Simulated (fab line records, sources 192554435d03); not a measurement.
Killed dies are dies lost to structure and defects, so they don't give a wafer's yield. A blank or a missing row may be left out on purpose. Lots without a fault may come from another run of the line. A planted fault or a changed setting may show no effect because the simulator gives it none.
Chamber matching | flow n5_finfet | N5_MOL_CONTACT_COAG_CMP_52 on cmp-01: 4 sister chambers
The step polishes, stops on SiO2, t overpolish 1.5 s, target thk 66.5 nm. 4 wafers are shown with their chamber, then 12 later ones without.

WAFERS WITH THEIR CHAMBER
wafer  | chamber | motor_current_A (A)
L091.1 | 3       | 10.6
L091.5 | 0       | 10.3
L091.4 | 2       | 10.7
L091.6 | 1       | 11.3

WAFERS WITHOUT THEIR CHAMBER
wafer  | motor_current_A (A)
L094.1 | 10.5
L094.2 | 11.6
L094.3 | 11.9
L094.4 | 10.2
L094.5 | 10.6
L094.6 | 10.7
L095.1 | 10.9
L095.4 | 11.9
L095.5 | 10.6
L097.1 | 12.3
L097.5 | 12.0
L097.6 | 10.3

WHICH CHAMBER EACH WENT THROUGH
wafer  | from the rows above               | in truth
L094.1 | can't be placed: 3 or 0 or 2 or 1 | 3
L094.2 | can't be placed: 1 or 2 or 3      | 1
L094.3 | can't be placed: 1 or 2 or 3      | 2
L094.4 | can't be placed: 0 or 3 or 2      | 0
L094.5 | can't be placed: 3 or 2 or 0 or 1 | 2
L094.6 | can't be placed: 2 or 3 or 0 or 1 | 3
L095.1 | can't be placed: 2 or 3 or 1 or 0 | 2
L095.4 | can't be placed: 1 or 2 or 3      | 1
L095.5 | can't be placed: 3 or 2 or 0 or 1 | 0
L097.1 | can't be placed: 1 or 2 or 3      | 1
L097.5 | can't be placed: 1 or 2 or 3      | 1
L097.6 | can't be placed: 0 or 3 or 2      | 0
Placed correctly: 0 of 12. Can't be placed from these rows: 12 (the true chamber is among the candidates in 12). Placed wrongly: 0.
How it was worked out, from the rows above alone: a wafer's distance from a chamber is the root of the sum, over the readings, of the square of ((its reading less the chamber's mean) divided by the reading's scatter). The wafer belongs to the nearest chamber; if the next one is less than 2 further off, it can't be placed. A chamber's mean is the mean of its shown wafers. The scatter: with one shown wafer a chamber, the root of the mean of the squares of how far each hidden wafer lies from its nearest shown one.
